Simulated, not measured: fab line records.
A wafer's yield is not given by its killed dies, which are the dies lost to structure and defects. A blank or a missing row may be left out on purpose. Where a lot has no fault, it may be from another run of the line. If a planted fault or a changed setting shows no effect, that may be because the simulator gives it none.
Matching of chambers | flow nand-harc | ald-hk-01 running NHARC_A_STAIRCASE_ALD_420: 4 sister chambers
The step deposits SiO2, target thk 20 nm, pulse time 6 s, ald cycles 200. 4 wafers are shown with their chamber, then 8 later ones without.

## WAFERS WITH THEIR CHAMBER
wafer  | chamber | heater-power-outer-w (W)
L078.6 | 2       | 223
L085.3 | 0       | 317
L087.6 | 3       | 282
L091.2 | 1       | 246

## WAFERS WITH NO CHAMBER GIVEN
wafer  | heater-power-outer-w (W)
L091.3 | 225
L091.6 | 314
L093.3 | 316
L093.5 | 276
L093.6 | 230
L096.4 | 286
L096.5 | 311
L096.6 | 282

## EACH ONE'S CHAMBER
wafer  | from the rows above | in truth
L091.3 | 2                   | 2
L091.6 | 0                   | 0
L093.3 | 0                   | 0
L093.5 | 3                   | 3
L093.6 | 2                   | 2
L096.4 | 3                   | 3
L096.5 | 0                   | 0
L096.6 | 3                   | 3
Correctly placed: 8 of 8. From these rows, 0 cannot be placed. Placed wrongly: 0.
How it was worked out, from the rows above alone: a wafer's distance from a chamber is the root of the sum, over the readings, of the square of ((its reading less the chamber's mean) divided by the reading's scatter). The wafer belongs to the nearest chamber; if the next one is less than 2 further off, it can't be placed. For every chamber, the mean is computed from those of its wafers that are shown. The scatter: root of mean squared gap, hidden wafer to nearest shown wafer, with one shown wafer a chamber.
